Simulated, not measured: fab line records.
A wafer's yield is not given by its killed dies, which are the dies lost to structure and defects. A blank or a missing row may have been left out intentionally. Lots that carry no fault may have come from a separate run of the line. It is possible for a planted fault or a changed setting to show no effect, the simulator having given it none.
Problem report in the 8D (eight disciplines) form, filled by code -- flow nand-harc -- the parts of the form that need people (team, actions taken, sign-off) are left out

## 1. THE PROBLEM
killed-at-array at NHARC_END_SORT_01 reads a mean of 676 on 3 wafers of 3 lots; wafers without a fault read 29 with a standard deviation of 11. Measured from the usual mean, that is +59 standard deviations.
First seen on wafer L776.2, day 26 04:05, on prober-01. Wafers with a number at this step in the record: 15, from 6 lots. Rule for "out", or "out of limits": more than 4 standard deviations from the usual mean. All remaining wafers that have a number are taken as sound.

## 2. WHAT IT IS; WHAT IT IS NOT
question,is,is not
which readings at this step,"killed-at-array, killed-dies","killed-at-other, killed-at-periphery, killed-open, killed-short"
which lots,"L776, L780, L781","L786, L790, L791"
which wafers of those lots,"L776.2, L780.2, L781.5","L776.3, L776.6, L780.1, L780.6, L781.1, L781.3"
read on which gauges,"prober-01, prober-02",-
when,from day 26 04:05,"up to then (0 sound wafers); but 12 sound wafers of L776, L780, L781, L786, L790, L791 came after"

## 3. SUSPECTS, AND WHAT RULES EACH OUT
Counting: any tool at a process step up to the reading remains a suspect provided it ran every lot that is out. Sound lots after the first of them don't rule it out here, since some wafers of a struck lot are sound.
- the gauge at NHARC_END_SORT_01: ruled out. Those wafers that are out were read across 2 gauges (prober-01, prober-02).
- rie-diel-11 at NHARC_A_STAIRCASE_ETCH_230 (etches the open film in C4F8/O2, target depth 100 nm, time 40.5 s): kept. It ran every lot that is out, first L776 (day 14 16:50). Its own run-length-s readings are out on those wafers.
- rie-diel-11 at NHARC_A_STAIRCASE_ETCH_232 (etches the open film in C4F8/O2, target depth 100 nm, time 40.5 s): kept. It ran every lot that is out, first L776 (day 26 04:05). With no start given for some of its lots, NHARC_A_STAIRCASE_ETCH_232 uses the hours and lot order of NHARC_END_SORT_01.
After counting, rie-diel-11 at NHARC_A_STAIRCASE_ETCH_230 and rie-diel-11 at NHARC_A_STAIRCASE_ETCH_232 remain.

## 4. THE CAUSE (what the simulator had put in)
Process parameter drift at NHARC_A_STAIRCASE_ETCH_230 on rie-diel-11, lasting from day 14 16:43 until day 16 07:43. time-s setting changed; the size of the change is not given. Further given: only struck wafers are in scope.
Of the 2 suspects that counting leaves, this tool is one.

## 5. SEQUENCE OF EFFECTS, ordered by route
One row per reading whose mean, taken over the struck wafers that have a number, lies over 3 standard deviations from the usual. Scope: only readings with a usual standard deviation given in the record; hours: median across lots of the time from each lot's start at the first step in this table that gives one to its start at this step; sigmas: change in usual standard deviations.
hours,step,reading,usual,on struck wafers,change,sigmas
0,NHARC_A_STAIRCASE_ETCH_230,run-length-s,61.8 s,74.0,+12.2,+27
289,NHARC_END_SORT_01,killed-at-array,29,676,+647,+59
289,NHARC_END_SORT_01,killed-dies,33,677,+644,+54
The process steps in it:
- NHARC_A_STAIRCASE_ETCH_230: etches the open film in C4F8/O2, target depth 100 nm, time 40.5 s.

## 6. HOW IT WOULD HAVE BEEN CAUGHT EARLIER
The first out-of-limits reading at a measuring or inspecting step in this record came at day 26 04:05, 275 hours after the fault's start at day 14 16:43.
Tool's own readings at NHARC_A_STAIRCASE_ETCH_230, run-length-s: out on all struck wafers the step has rows for; an alarm limit on them would have tripped on the first.
Each of the lots that are out, 3 in all, had begun NHARC_A_STAIRCASE_ETCH_230 on rie-diel-11 no later than day 26 04:05. A hold on the tool at that time would have spared none of them.
